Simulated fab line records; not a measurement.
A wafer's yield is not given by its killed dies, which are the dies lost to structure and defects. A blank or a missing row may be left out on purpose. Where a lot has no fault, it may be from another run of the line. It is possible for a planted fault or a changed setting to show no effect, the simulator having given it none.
fab line records	flow nandHarc
record: lots: 5	wafers: 15	lastDay: 33
route steps=1302 shown A_STAIRCASE@829 END@1302
lots that met no fault: taken from a fault-free run of the same line
startH: hours from the record's first day to the start of the lot's first wafer shown	waitH: time in hours since the lot's previous step	" unchanged from the row above	L1.1+2: a row that stands for several wafers	- no value present, or no start provided	* or withheld: withheld	< > ~ a bound
route shown NAME@n: NAME is a module with steps in the file, n the number in the route of the first one	usual: mean and standard deviation over wafers with no fault	same: alike in all rows	chamber/n: place in a boat	sites: per-site readings	_std_site: standard deviation across them	_edge_site: outer sites' mean less inner sites'	radiusMm: for every site, how far away it sits from the centre of the wafer	mask NAME#n: copy n	behind: tool/chamber where the wafer was last shaped	hold: what put the lot on hold/how long, in hours/how the hold closed	device: transistor that didn't switch, given as n, p or np	end of line: the route-end tests of the same wafers	for a step that has no rows: nothing shown but its recipe	killed: dies that structure and defects cost at the first sort, which is not the same as the wafer's yield	map: dies across one wafer; x = killed, . = not, _ = none there
set.NAME: the setting as run; set.NAME@STEP: as run at that earlier step	model.NAME: the simulator's own value behind a step, which no gauge read
certain route steps with their lots: each step a table, each wafer a row
services: the hour from which a tool's chamber was out of use, counted from the record's first day as startH (under 0 if before that day), plus the number of hours and why
== steps ==
step: NHARC_A_STAIRCASE_HARDBAKE_311
recipe: tempC: 120	timeS: 140
step: NHARC_A_STAIRCASE_DESCUM_312
recipe: timeS: 3	o2FlowSccm: 200	arFlowSccm: 0	biasPowerW: 0	chemistry: O2
usual: drypumpMotorCurrentA: 5.6/0.41	oesProductAu: 1.002/0.0082	rfVppV: 57.7/0.81	showerheadPlenumPTorr: 1.88/0.061	throttleValvePct: 11.312/0.0089
same: timeS: 3
lot.wafer	tool	chamber	startH	waitH	drypumpMotorCurrentA	oesProductAu	rfHoursCounterH	rfVppV	showerheadPlenumPTorr	throttleValvePct
L590.4	rieDiel-01	3	450.18	-	5.2	1.020	19	57.5	1.80	11.328
L590.1	"	0	"	"	5.7	1.001	20	56.9	1.87	11.324
L590.2	"	2	"	"	5.9	1.009	17	56.6	1.80	11.315
L591.2	rieDiel-06	0	453.39	-	5.7	1.008	52	57.3	1.87	11.298
L591.4	"	3	"	"	5.9	1.003	53	57.1	1.83	11.322
L591.6	"	1	"	"	5.8	1.007	-	58.2	1.96	11.303
L600.4	rieDiel-01	3	552.33	-	5.3	1.018	50	57.7	1.79	11.298
L600.5	"	0	"	"	5.6	0.998	-	58.3	1.86	11.312
L600.6	"	1	"	"	4.8	1.016	-	57.7	1.94	11.315
L602.3	rieDiel-01	2	555.97	-	5.9	1.008	49	58.9	1.79	11.301
L602.4	"	0	"	"	5.7	0.990	-	57.7	1.86	11.308
L602.6	"	2	"	"	5.9	0.989	-	56.3	1.79	11.313
L607.4	rieDiel-09	1	622.96	-	6.2	0.991	44	56.7	1.80	11.310
L607.3	"	3	"	"	5.8	0.996	45	58.7	1.93	11.315
L607.6	"	1	"	"	6.2	0.998	-	56.5	1.80	11.316
step: NHARC_A_STAIRCASE_ETCH_313
recipe: cf4FlowSccm: 100	chf3FlowSccm: 30	arFlowSccm: 0	rfW: 500	biasW: 200	chemistry: CF4/CHF3
step: NHARC_A_STAIRCASE_HM_OPEN_463
recipe: o2FlowSccm: 400	cosFlowSccm: 20	arFlowSccm: 0	rfW: 500	biasW: 300	chemistry: O2/COS
usual: drypumpMotorCurrentA: 5.6/0.39	oesProductAu: 1.002/0.0083	rfVppV: 465.6/2.2	showerheadPlenumPTorr: 3.05/0.093	throttleValvePct: 28.332/0.0093
lot.wafer	tool	chamber	startH	waitH	drypumpMotorCurrentA	oesProductAu	rfHoursCounterH	rfVppV	showerheadPlenumPTorr	throttleValvePct
L590.4	rieDiel-01	3	-	-	5.2	1.006	19	462.3	2.95	28.330
L590.2	"	1	"	"	4.8	1.008	17	467.9	3.19	28.334
L590.1	"	2	"	"	6.0	1.006	17	463.9	2.95	28.341
L591.2	rieDiel-06	3	-	-	5.9	0.999	53	464.6	2.99	28.336
L591.4	"	1	"	"	5.8	1.007	52	468.7	3.19	28.326
L591.6	"	3	"	"	5.9	1.005	-	464.2	2.99	28.336
L600.4	rieDiel-01	0	-	-	5.7	1.001	52	466.3	3.04	28.325
L600.5	"	2	"	"	5.9	0.993	-	463.8	2.93	28.347
L600.6	"	3	"	"	5.3	1.003	-	462.9	2.94	28.332
L602.3	rieDiel-01	0	-	-	5.6	0.983	53	465.3	3.04	28.326
L602.6	"	2	"	"	5.9	0.998	-	463.2	2.93	28.323
L602.4	"	1	"	"	4.8	1.019	-	468.8	3.17	28.328
L607.4	rieDiel-09	3	-	-	5.8	0.996	45	467.0	3.15	28.332
L607.3	"	1	"	"	6.2	0.996	44	462.0	2.95	28.327
L607.6	"	0	"	"	5.7	0.994	-	463.2	2.94	28.339
step: NHARC_A_STAIRCASE_STRIP_464
recipe: o2FlowSccm: 400	cosFlowSccm: 20	arFlowSccm: 0	biasW: 0	chemistry: O2/COS
step: NHARC_A_STAIRCASE_ETCH_453
recipe: targetDepthA: 300	overetchA: 30	timeS: 16.5	ionEnergyEv: 100	cf4FlowSccm: 80	o2FlowSccm: 20	arFlowSccm: 0	rfW: 300	biasW: 100	chemistry: CF4/O2
usual: drypumpMotorCurrentA: 5.6/0.39	oesProductAu: 1.001/0.0079	rfVppV: 197.3/1.2	showerheadPlenumPTorr: 1.31/0.042	throttleValvePct: 13.396/0.0088
same: timeS: 16.5
lot.wafer	tool	chamber	startH	waitH	drypumpMotorCurrentA	oesProductAu	rfHoursCounterH	rfVppV	showerheadPlenumPTorr	throttleValvePct
L590.4	rieDiel-01	0	-	-	5.6	0.983	20	196.2	1.31	13.398
L590.1	"	1	"	"	4.8	1.000	17	197.5	1.36	13.395
L590.2	"	3	"	"	5.2	0.997	19	196.2	1.26	13.388
L591.2	rieDiel-06	0	-	-	5.7	1.002	52	197.5	1.31	13.404
L591.4	"	1	"	"	5.8	1.007	52	199.9	1.37	13.393
L591.6	"	1	"	"	5.7	1.012	-	198.7	1.37	13.386
L600.5	rieDiel-01	1	-	-	4.8	1.003	-	197.5	1.36	13.405
L600.6	"	2	"	"	5.9	0.987	-	196.1	1.25	13.403
L600.4	"	0	"	"	5.6	0.983	-	197.0	1.30	13.404
L602.3	rieDiel-01	1	-	-	4.8	1.015	53	199.7	1.36	13.382
L602.6	"	2	"	"	5.9	1.008	-	196.1	1.25	13.382
L602.4	"	0	"	"	5.7	0.994	-	196.9	1.30	13.392
L607.4	rieDiel-09	1	-	-	6.2	1.000	44	196.2	1.26	13.372
L607.3	"	3	"	"	5.8	0.992	45	198.8	1.35	13.400
L607.6	"	2	"	"	5.8	1.000	-	198.4	1.32	13.383
step: NHARC_A_STAIRCASE_ETCH_315
recipe: targetDepthA: 25000	timeS: 607.1	ionEnergyEv: 800	c4f8FlowSccm: 80	o2FlowSccm: 60	arFlowSccm: withheld	rfW: 600	biasW: 3000	chemistry: C4F8/O2/Ar
usual: oesProductAu: 0.932/0.0075	rfVppV: 1822/8.1
same: timeS: 607.1
lot.wafer	tool	chamber	startH	waitH	oesProductAu	rfHoursCounterH	rfVppV
L590.4	rieDiel-01	0	-	-	0.932	20	1821
L590.1	"	1	"	"	0.925	18	1831
L590.2	"	2	"	"	0.938	17	1812
L591.4	rieDiel-06	2	-	-	0.930	51	1827
L591.2	"	3	"	"	0.930	54	1815
L591.6	"	3	"	"	0.930	-	1818
L600.5	rieDiel-01	0	-	-	0.931	-	1820
L600.4	"	1	"	"	0.930	-	1830
L600.6	"	2	"	"	0.927	-	1811
L602.3	rieDiel-01	2	-	-	0.917	49	1811
L602.6	"	1	"	"	0.927	-	1831
L602.4	"	2	"	"	0.919	-	1810
L607.3	rieDiel-09	1	-	-	0.939	44	1811
L607.4	"	3	"	"	0.937	45	1829
L607.6	"	2	"	"	0.939	-	1825
step: NHARC_A_STAIRCASE_STRIP_316
recipe: o2FlowSccm: 500	arFlowSccm: 0	biasW: 0	chemistry: O2
step: NHARC_A_STAIRCASE_STRIP_317
recipe: timeS: 900	tempC: 130	chemistry: SPM
step: NHARC_A_STAIRCASE_PRECLEAN_318
recipe: timeS: *	tempC: 50	bathAgeMin: 0	chemistry: SC1
step: NHARC_A_STAIRCASE_SRD_329
step: NHARC_A_STAIRCASE_ALD_415
recipe: targetThkA: 300	pulseTimeS: 6	aldCycles: 300	tempC: 300	material: SiO2
usual: aldCycles: 300/0	heaterPowerW: 451/57	precursorPulseHeightRel: 1.000/0.019
lot.wafer	tool	chamber	startH	waitH	aldCycles	heaterPowerW	precursorPulseHeightRel
L590.2	aldHk-02	1	452.27	0.3	300	490	1.019
L590.1	"	2	"	"	300	461	0.999
L590.4	"	3	"	"	300	422	1.009
L591.2	aldHk-02	0	455.48	0.3	300	573	1.000
L591.4	"	2	"	"	358	456	0.994
L591.6	"	0	"	"	300	577	1.018
L600.4	aldHk-03	1	555.92	0.9	300	404	0.993
L600.6	"	0	"	"	300	466	0.992
L600.5	"	1	"	"	300	394	0.963
L602.3	aldHk-04	2	558.17	0.1	300	373	0.987
L602.4	"	1	"	"	300	515	0.990
L602.6	"	2	"	"	300	383	0.978
L607.4	aldHk-03	2	624.81	0.1	300	374	1.030
L607.3	"	0	"	"	300	453	0.985
L607.6	"	3	"	"	300	460	1.003
step: NHARC_A_STAIRCASE_ETCHBACK_416
recipe: targetDepthA: 360	timeS: 7.2	c4f8FlowSccm: withheld	o2FlowSccm: 8	arFlowSccm: withheld	rfW: 600	biasW: 800	chemistry: C4F8/O2/Ar
usual: oesProductAu: 0.935/0.025	rfVppV: 721.0/3
same: timeS: 7.2
lot.wafer	tool	chamber	startH	waitH	oesProductAu	rfHoursCounterH	rfVppV
L590.4	rieDiel-01	2	-	-	0.934	18	716.5
L590.2	"	3	"	"	0.934	20	718.8
L590.1	"	0	"	"	0.926	21	721.3
L591.2	rieDiel-06	1	-	-	0.932	56	724.0
L591.4	"	3	"	"	0.922	56	718.9
L591.6	"	1	"	"	0.935	-	723.5
L600.6	rieDiel-06	1	-	-	0.937	-	724.9
L600.4	"	3	"	"	0.933	-	716.6
L600.5	"	0	"	"	0.921	-	721.2
L602.3	rieDiel-06	0	-	-	0.933	24	721.7
L602.6	"	0	"	"	0.927	-	720.0
L602.4	"	3	"	"	0.924	-	719.0
L607.3	rieDiel-09	2	-	-	0.920	40	722.1
L607.4	"	3	"	"	0.933	46	723.2
L607.6	"	2	"	"	0.928	-	722.7
step: NHARC_END_SORT_01
recipe: tempC: 25
usual: killedAtArray: 59/17	killedAtOther: 0.7/0.9	killedAtPeriphery: 3.6/2.3	killedDies: 63/18	killedOpen: 3.4/1.9	killedShort: 2.6/1.7
same: grossDies: 677
lot.wafer	tool	chamber	startH	waitH	killedAtArray	killedAtOther	killedAtPeriphery	killedDies	killedOpen	killedShort
L591.4	prober-02	0	632.46	3.4	264	0	2	266	3	2
L600.4	prober-01	0	746.79	3.4	47	0	6	53	2	2
L600.5	prober-01	0	747.60	3.7	45	1	6	52	2	4
L600.6	prober-01	0	748.41	4.0	56	0	5	61	4	2
killed by level:class
L591.4 A_STAIRCASE:areaAld=182 A_CHANNEL_HOLE_D1:chamberFilmFlake=38 A_CHANNEL_HOLE_D2:chamberFilmFlake=35 A_WL_FILL:geometricParticle:open=2 A_STAIRCASE:chamberFilmFlake=2 P_CONTACT:geometricParticle:short=1 A_DECK1_JOINT:geometricParticle:open=1 A_CHANNEL_FILL_D2:geometricParticle:short=1
L600.4 A_CHANNEL_HOLE_D2:chamberFilmFlake=25 A_CHANNEL_HOLE_D1:chamberFilmFlake=10 P_CONTACT:chamberFilmFlake=4 A_CONTACT:chamberFilmFlake=3 A_M1:chamberFilmFlake=2 P_GATE:geometricParticle:open=1 A_DECK1_JOINT:geometricParticle:short=1 A_CHANNEL_HOLE_D2:geometricParticle:open=1
L600.5 A_CHANNEL_HOLE_D2:chamberFilmFlake=20 A_SGD_CUT:chamberFilmFlake=4 A_CONTACT:chamberFilmFlake=4 P_GATE:chamberFilmFlake=3 A_CHANNEL_HOLE_D1:chamberFilmFlake=3 A_SLIT:chamberFilmFlake=3 P_CONTACT:chamberFilmFlake=2 A_CHANNEL_FILL_D2:chamberFilmFlake=2
L600.6 A_CHANNEL_HOLE_D2:chamberFilmFlake=22 A_CHANNEL_HOLE_D1:chamberFilmFlake=15 P_CONTACT:chamberFilmFlake=5 A_SLIT:chamberFilmFlake=5 A_SGD_CUT:chamberFilmFlake=3 A_CHANNEL_FILL_D2:chamberFilmFlake=2 A_CONTACT:chamberFilmFlake=2 A_CHANNEL_HOLE_D1:geometricParticle:open=1
map L591.4 (x killed, . not)
____________x____________
_________xx.xxxx_________
_______..x.x.x.x.x_______
______.x....x.x..xx______
_____xx...x.xxx..xxx_____
____.xx.x.x..........____
____...xx.x...x.x....____
___xx..xx.x......x.xxx___
___x....x...x........x___
__x.x..x..xx...x...x..x__
__..x.xx....x.....x...x__
_.x.......x...........x._
_x.........x..........xx_
_xx...x.x.xx......x....._
_..xxxxxxx......x......x_
_x...xxxx.x.xx.......xxx_
x..x.xxxxx........xx...x.
xxx..xx.xx..x..x....xx...
x.x..xxxxx.x.......x....x
...xx..xxxx......x...x.xx
xx.xx..xxx.x........x..xx
_xx....xx...........x..._
_xxxx............x....xx_
_x......x.x........x..x._
_..x..x.xxx....x.....x.._
_.x.x..xx..x.xx.x.xxx.x._
__.xxx.xxx...........xx__
__.xxxxxxxxx.x..x..x.x.__
___x..xxxxx..x.....x..___
___xx.xxxxx..x.xxx.x..___
____.xxxxxx......x..x____
____..xxxx.xxx....xx.____
_____..xxxx..x...xx._____
______.xxxx.x..x...______
_______xxx.x.x...x_______
_________.xx.xx._________
____________x____________
map L590.2 (x killed, . not)
____________.____________
_________......._________
_______..x........_______
______..........x.x______
_____....x........x._____
____.......x....x...x____
____......x..........____
___.............x.....___
___..............x...x___
__.................x...__
__.....................__
_......................._
_...................xx.._
_......x.............x.._
_......................._
_................x......_
.........................
.........................
.........................
......x...x..............
............x............
_......................._
_......xx.............x._
_..................x...._
_....xxxxx.............x_
_...xxxxx.x..........xx._
__xx..xxxx............x__
__...xxxx..............__
___.x.xxxxx..........x___
___..xxxxxx...........___
____.xx..x...........____
____xxx........x.....____
_____.xx............_____
______xx...........______
_______.x........._______
_________......._________
____________.____________
== services ==
tool	chamber	startH	hours	kind
rieDiel-01	0	439.23	-	clean
rieDiel-01	1	439.23	-	clean
rieDiel-01	2	439.23	-	clean
rieDiel-01	3	439.23	-	clean
rieDiel-09	2	450.40	4.0	repair
rieDiel-09	0	452.41	12.4	repair
aldHk-03	-	462.55	2.2	repair
rieDiel-01	0	463.73	-	clean
rieDiel-01	1	463.73	-	clean
rieDiel-06	-	484.20	9.0	pm
rieDiel-09	0	485.52	4.6	repair
rieDiel-09	-	499.32	9.0	pm
rieDiel-06	-	505.03	0.9	repair
rieDiel-01	0	534.48	5.9	repair
rieDiel-01	3	553.19	17.0	repair
rieDiel-06	2	553.95	8.9	repair
rieDiel-01	-	558.35	9.0	pm
rieDiel-09	1	567.42	1.8	repair
aldHk-03	-	572.72	10.0	pm
rieDiel-01	3	573.93	2.5	repair
rieDiel-06	2	584.26	14.5	repair
rieDiel-09	0	604.31	6.5	repair
rieDiel-01	-	607.45	0.6	repair
aldHk-04	-	610.32	10.0	pm
== key ==
firstSign: step: NHARC_A_STAIRCASE_ALD_415	reading: aldCycles	direction: up	sigmas: 99+	usual: 300	struck: 358
effect: step: NHARC_END_SORT_01	reading: killedAtArray	direction: up	sigmas: 12	usual: 59	struck: 264
moreKillsBornAt: NHARC_A_STAIRCASE_ALD_415@aldHk-02: 182
metAt NHARC_A_STAIRCASE_ALD_415
struckWafers L591.4
testerLeftOut L591
onsetBetween 452.27 455.48
fault: kind: processParameterDrift	tool: aldHk-02	chamber: 2	onsetH: 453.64	steps: NHARC_A_STAIRCASE_ALD_415	channel: aldCycles	offset: 58	shape: step	actsIn: theseRecipesOnly	stated: 300
testerLeftOut: of these lots the tester's yield and bins aren't shown, on N5 and GAA mostly nor the transistor test; their killed dies are dies lost to structure and defects alone, not to doping, threshold or leakage, so they don't give the yield
